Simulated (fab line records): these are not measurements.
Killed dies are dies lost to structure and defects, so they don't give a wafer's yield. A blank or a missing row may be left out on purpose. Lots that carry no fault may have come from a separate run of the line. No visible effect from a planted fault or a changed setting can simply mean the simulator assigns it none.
Chamber matching	flow n5-finfet	N5_BEOL_M1_ETCH_63 on rie-diel-02 has 4 sister chambers
The step etches SiARC in CF4, target depth 15.6 nm, time 26 s. 4 wafers are shown with their chamber, then 8 later ones without.

## WAFERS WITH THEIR CHAMBER
wafer	chamber	showerhead-plenum-p-Torr (Torr)
L078.6	1	2.22
L081.1	0	2.15
L081.3	3	2.04
L085.1	2	2.12

## WAFERS WITHOUT THEIR CHAMBER
wafer	showerhead-plenum-p-Torr (Torr)
L085.2	2.14
L085.5	2.22
L086.1	2.22
L086.3	2.12
L086.4	2.14
L096.2	2.11
L096.4	2.14
L096.6	2.03

## CHAMBER TAKEN BY EACH
wafer	from the rows above	in truth
L085.2	can't be placed: 0 or 2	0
L085.5	1	1
L086.1	1	1
L086.3	2	2
L086.4	can't be placed: 0 or 2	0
L096.2	2	2
L096.4	can't be placed: 0 or 2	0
L096.6	3	3
Placed correctly: 5 of 8. From these rows, 3 cannot be placed; in 3 the true chamber is one of the candidates. Placed wrongly: 0.
How it was worked out, from the rows above alone: a wafer's distance from a chamber is the root of the sum, over the readings, of the square of ((its reading less the chamber's mean) divided by the reading's scatter). The wafer belongs to the nearest chamber; if the next one is less than 2 further off, it can't be placed. Each chamber's mean is taken over the wafers shown for it. The scatter: with one shown wafer a chamber, the root of the mean of the squares of how far each hidden wafer lies from its nearest shown one.
